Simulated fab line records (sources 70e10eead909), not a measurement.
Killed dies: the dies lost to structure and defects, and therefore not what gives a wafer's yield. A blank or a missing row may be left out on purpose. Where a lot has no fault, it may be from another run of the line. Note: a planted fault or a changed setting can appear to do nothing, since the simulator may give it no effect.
Chamber matching    flow nandHarc    NHARC_A_BLC_CMP_25 on cmp-03 has 4 sister chambers
The step polishes, t overpolish 30 s, target thk 150 nm. 24 wafers are shown with their chamber, then 12 later ones without.

WAFERS WITH THEIR CHAMBER
wafer   chamber  motorCurrentA (A)  timeToEndpointS (s)  overpolishRunS (s)
L075.1  0        11.0               29.9                 29.984
L075.2  2        11.0               30.0                 29.997
L075.4  3        12.7               30.5                 30.013
L076.3  2        10.9               29.1                 30.013
L076.5  0        11.1               31.9                 30.000
L076.6  1        12.5               31.6                 30.009
L077.1  2        11.7               30.4                 30.014
L077.2  3        12.5               32.7                 30.007
L077.3  0        11.9               34.5                 30.016
L080.1  0        11.0               31.0                 30.005
L080.2  3        13.5               31.5                 30.007
L080.4  1        13.0               30.7                 29.990
L087.2  0        11.4               32.2                 30.011
L087.3  1        12.7               33.0                 29.991
L087.4  3        12.7               31.1                 29.995
L088.2  0        11.1               29.6                 29.996
L088.3  3        13.5               31.6                 30.013
L088.6  3        12.8               31.6                 30.013
L091.1  0        10.9               34.7                 30.021
L091.3  2        10.6               30.1                 29.989
L091.4  3        12.6               33.6                 30.008
L092.1  3        13.4               30.8                 30.008
L092.5  0        11.0               29.6                 30.010
L092.6  1        12.8               31.9                 30.010

SIGNATURES, as means of the wafers listed above
reading          chamber 0  chamber 1  chamber 2  chamber 3  scatter within a chamber
motorCurrentA    11.175     12.750     11.050     12.963     0.375
timeToEndpointS  31.675     31.800     29.900     31.675     1.42
overpolishRunS   30.00538   30.00000   30.00325   30.00800   0.0101
Rule: a wafer's distance from a chamber is the root of the sum, over the readings, of the square of ((its reading less the chamber's mean) divided by the reading's scatter). If the next closest chamber is less than 2 further off than the closest, the wafer can't be placed; otherwise it belongs to the closest. The scatter is the square root of a quotient: the sum, over the shown wafers, of each reading's squared deviation from its chamber's mean, divided by wafers minus chambers.

WAFERS WITHOUT THEIR CHAMBER
wafer   motorCurrentA (A)  timeToEndpointS (s)  overpolishRunS (s)
L093.1  12.8               30.6                 29.977
L093.3  10.9               27.2                 29.992
L093.5  10.6               28.2                 30.006
L094.3  11.4               31.5                 29.995
L094.4  12.8               30.2                 30.006
L094.5  13.6               30.5                 30.014
L095.1  11.4               33.8                 29.999
L095.4  11.3               28.3                 30.000
L095.5  11.7               27.9                 30.006
L096.3  13.4               30.2                 29.991
L096.4  11.4               32.6                 30.002
L096.5  12.0               28.4                 30.011

WHICH CHAMBER EACH WENT THROUGH
wafer   from the rows above                in truth
L093.1  can't be placed: 1 or 3            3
L093.3  can't be placed: 2 or 0            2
L093.5  can't be placed: 2 or 0            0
L094.3  can't be placed: 0 or 2            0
L094.4  can't be placed: 3 or 1            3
L094.5  can't be placed: 3 or 1            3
L095.1  can't be placed: 0 or 2            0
L095.4  can't be placed: 2 or 0            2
L095.5  can't be placed: 2 or 0 or 1       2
L096.3  can't be placed: 1 or 3            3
L096.4  can't be placed: 0 or 2            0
L096.5  can't be placed: 2 or 0 or 1 or 3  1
Placed correctly: 0 of 12. Unplaceable from these rows: 12, with the true chamber sitting among the candidates in 12. Placed wrongly: 0.
